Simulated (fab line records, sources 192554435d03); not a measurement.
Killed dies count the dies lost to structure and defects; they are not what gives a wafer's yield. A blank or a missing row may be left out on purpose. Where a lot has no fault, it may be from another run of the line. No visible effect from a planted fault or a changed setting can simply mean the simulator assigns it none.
Split-lot trial | flow n5_finfet | 39 wafers read from 7 lots, route of 1938 steps

== ON THE SPLIT ==
At N5_PASSIVATION_DEVELOP_09 (develop time 60 s), the setting develop_time_s was moved away from the recipe's 60 s on 15 of the 39 wafers read, by -59.7% to +40.0%. The other wafers ran this setting at the recipe's value.

== FROM THE SPLIT ON TO THE READING: in between, the file shows 1 step ==
- N5_PASSIVATION_HARDBAKE_11: time 120 s

== THE READING ==
cd_nm (nm) at N5_PASSIVATION_CD_MEAS_10, where the cd target is 3000 nm. On this fab line, fault-free wafers typically give 3001.0 nm with a standard deviation of 2.1 nm.

wafer  | tool, chamber at the split | develop_time_s as run, s | against the recipe | cd_nm, nm | against lot-mates on the recipe
L078.1 | litho_track-03, 0          | 33.61                    | -44.0%             | 2985.8    | -15.0
L078.2 | litho_track-03, 0          | 60                       | recipe             | 3002.2    | -
L078.3 | litho_track-03, 0          | 60                       | recipe             | 2999.9    | -
L078.4 | litho_track-03, 0          | 60                       | recipe             | 3000.2    | -
L078.5 | litho_track-03, 0          | 33.61                    | -44.0%             | 2983.9    | -16.9
L078.6 | litho_track-03, 0          | 33.61                    | -44.0%             | 2986.9    | -13.9
L081.1 | litho_track-04, 0          | 60                       | recipe             | 3002.8    | -
L081.2 | litho_track-04, 0          | 60                       | recipe             | 3003.7    | -
L081.3 | litho_track-04, 0          | 75.15                    | +25.3%             | 3003.5    | +0.5
L081.4 | litho_track-04, 0          | 60                       | recipe             | 3002.4    | -
L081.5 | litho_track-04, 0          | 75.15                    | +25.3%             | 3001.6    | -1.4
L081.6 | litho_track-04, 0          | 75.15                    | +25.3%             | 3009.1    | +6.1
L087.1 | litho_track-04, 0          | 24.18                    | -59.7%             | 2981.1    | -21.5
L087.2 | litho_track-04, 0          | 24.18                    | -59.7%             | 2976.9    | -25.7
L087.3 | litho_track-04, 0          | 60                       | recipe             | 3004.6    | -
L087.4 | litho_track-04, 0          | 60                       | recipe             | 3004.0    | -
L087.5 | litho_track-04, 0          | 24.18                    | -59.7%             | 2981.1    | -21.5
L087.6 | litho_track-04, 0          | 60                       | recipe             | 2999.1    | -
L086.1 | litho_track-03, 0          | 60                       | recipe             | 2996.9    | -
L086.2 | litho_track-03, 0          | 60                       | recipe             | 2997.9    | -
L086.3 | litho_track-03, 0          | 84.02                    | +40.0%             | 3007.3    | +9.6
L086.4 | litho_track-03, 0          | 84.02                    | +40.0%             | 3010.3    | +12.6
L086.5 | litho_track-03, 0          | 60                       | recipe             | 2998.3    | -
L086.6 | litho_track-03, 0          | 84.02                    | +40.0%             | 3006.7    | +9.0
L089.1 | litho_track-04, 0          | 60                       | recipe             | 2995.8    | -
L089.2 | litho_track-04, 0          | 60                       | recipe             | 3002.2    | -
L089.3 | litho_track-04, 0          | 60                       | recipe             | 2996.0    | -
L090.1 | litho_track-03, 0          | 60                       | recipe             | 2999.7    | -
L090.2 | litho_track-03, 0          | 80.25                    | +33.7%             | 3009.8    | +10.6
L090.3 | litho_track-03, 0          | 60                       | recipe             | 2997.5    | -
L090.4 | litho_track-03, 0          | 60                       | recipe             | 3000.4    | -
L090.5 | litho_track-03, 0          | 80.25                    | +33.7%             | 3008.7    | +9.5
L090.6 | litho_track-03, 0          | 80.25                    | +33.7%             | 3008.1    | +8.9
L096.1 | litho_track-04, 0          | 60                       | recipe             | 2998.1    | -
L096.2 | litho_track-04, 0          | 60                       | recipe             | 3004.6    | -
L096.3 | litho_track-04, 0          | 60                       | recipe             | 3000.5    | -
L096.4 | litho_track-04, 0          | 60                       | recipe             | 3005.2    | -
L096.5 | litho_track-04, 0          | 60                       | recipe             | 3004.0    | -
L096.6 | litho_track-04, 0          | 60                       | recipe             | 3005.0    | -

FIT RESULTS
A straight line over all 39 wafers: cd_nm changes by +0.292 nm for each +1% of develop_time_s; r = +0.93; the points scatter about the line by 3.2 nm.
The same after taking each lot's own level away (the mean of its wafers on the recipe; 39 wafers): +0.317 nm for each +1%; r = +0.95; scatter 2.8 nm.
According to that fit, moving develop_time_s by its largest amount changes the reading by 19 nm.
From 2997.70 to 3002.97 nm: that is the span of the lots' own levels, equal to 2.5 times the standard deviation above.
The two slopes agree, so the slope changes little with the lot-to-lot level.
Check: for one of the wafers moved furthest among these (-59.7%), held out of the fit, the line's prediction against its lot-mates is -19.8 nm. Against them it came out at -21.5 nm.

== THE WHOLE CHAIN: every reading that the file lists as answering this split, in the file's order ==
step                      | what it does             | reading                                                         | change (the file's fit)               | r (the file's)
N5_PASSIVATION_CD_MEAS_10 | target cd 3000 nm        | cd_nm                                                           | +0.318 nm for each +1% of the setting | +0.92
N5_PASSIVATION_DESCUM_12  | chemistry O2, time 7.9 s | TV_LITHO.cd_nm (the simulator's own value, which no gauge read) | +0.32 nm for each +1% of the setting  | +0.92

== FILE'S OWN FIT ==
cd_nm changes by +0.318 nm for each +1% of develop_time_s, r = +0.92.
